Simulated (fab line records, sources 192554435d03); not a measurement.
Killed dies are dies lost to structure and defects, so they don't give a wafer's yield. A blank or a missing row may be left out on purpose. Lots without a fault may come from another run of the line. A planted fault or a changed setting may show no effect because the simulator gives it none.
Chamber matching | flow n5_finfet | N5_BEOL_M2_ETCH_69 on rie_diel-03: 4 sister chambers
The step etches SiARC in CF4, target depth 15.6 nm, time 26 s. 14 wafers are shown with their chamber, then 7 later ones without.

WAFERS WITH THEIR CHAMBER
wafer  | chamber | drypump_motor_current_A (A) | etch_rf_on_time_s (s) | showerhead_plenum_p_Torr (Torr)
L079.2 | 0       | 6.3                         | 26.6                  | 2.11
L079.3 | 3       | 5.9                         | 24.9                  | 2.13
L079.6 | 2       | 5.4                         | 25.0                  | 2.11
L088.2 | 2       | 5.5                         | 25.2                  | 2.11
L088.5 | 3       | 6.0                         | 25.4                  | 2.12
L088.6 | 2       | 5.5                         | 25.0                  | 2.11
L090.1 | 3       | 5.9                         | 25.5                  | 2.12
L090.2 | 2       | 5.4                         | 25.0                  | 2.10
L090.6 | 1       | 6.3                         | 26.5                  | 2.14
L091.1 | 1       | 6.3                         | 26.4                  | 2.14
L091.3 | 3       | 5.9                         | 25.7                  | 2.12
L091.5 | 2       | 5.5                         | 25.1                  | 2.10
L093.1 | 1       | 6.3                         | 26.6                  | 2.14
L093.4 | 3       | 5.9                         | 25.6                  | 2.12

SIGNATURES (means of the wafers above)
reading                  | chamber 0 | chamber 1 | chamber 2 | chamber 3 | scatter within a chamber
drypump_motor_current_A  | 6.300     | 6.300     | 5.460     | 5.920     | 0.0447
etch_rf_on_time_s        | 26.600    | 26.500    | 25.060    | 25.420    | 0.21
showerhead_plenum_p_Torr | 2.1100    | 2.1400    | 2.1060    | 2.1220    | 0.00447
Rule: a wafer's distance from a chamber is the root of the sum, over the readings, of the square of ((its reading less the chamber's mean) divided by the reading's scatter). The wafer belongs to the nearest chamber; if the next one is less than 2 further off, it can't be placed. The scatter: the root of (the sum of the squares of (reading less its chamber's mean) over the shown wafers, divided by (wafers less chambers)).

WAFERS WITHOUT THEIR CHAMBER
wafer  | drypump_motor_current_A (A) | etch_rf_on_time_s (s) | showerhead_plenum_p_Torr (Torr)
L093.5 | 5.5                         | 25.4                  | 2.10
L094.1 | 5.4                         | 25.1                  | 2.10
L094.5 | 5.9                         | 25.4                  | 2.12
L094.6 | 5.5                         | 24.8                  | 2.10
L095.1 | 6.3                         | 25.2                  | 2.10
L095.2 | 6.4                         | 26.0                  | 2.14
L095.4 | 6.3                         | 25.2                  | 2.10

WHICH CHAMBER EACH WENT THROUGH
wafer  | from the rows above | in truth
L093.5 | 2                   | 2
L094.1 | 2                   | 2
L094.5 | 3                   | 3
L094.6 | 2                   | 2
L095.1 | 0                   | 0
L095.2 | 1                   | 1
L095.4 | 0                   | 0
Placed correctly: 7 of 7. Can't be placed from these rows: 0. Placed wrongly: 0.
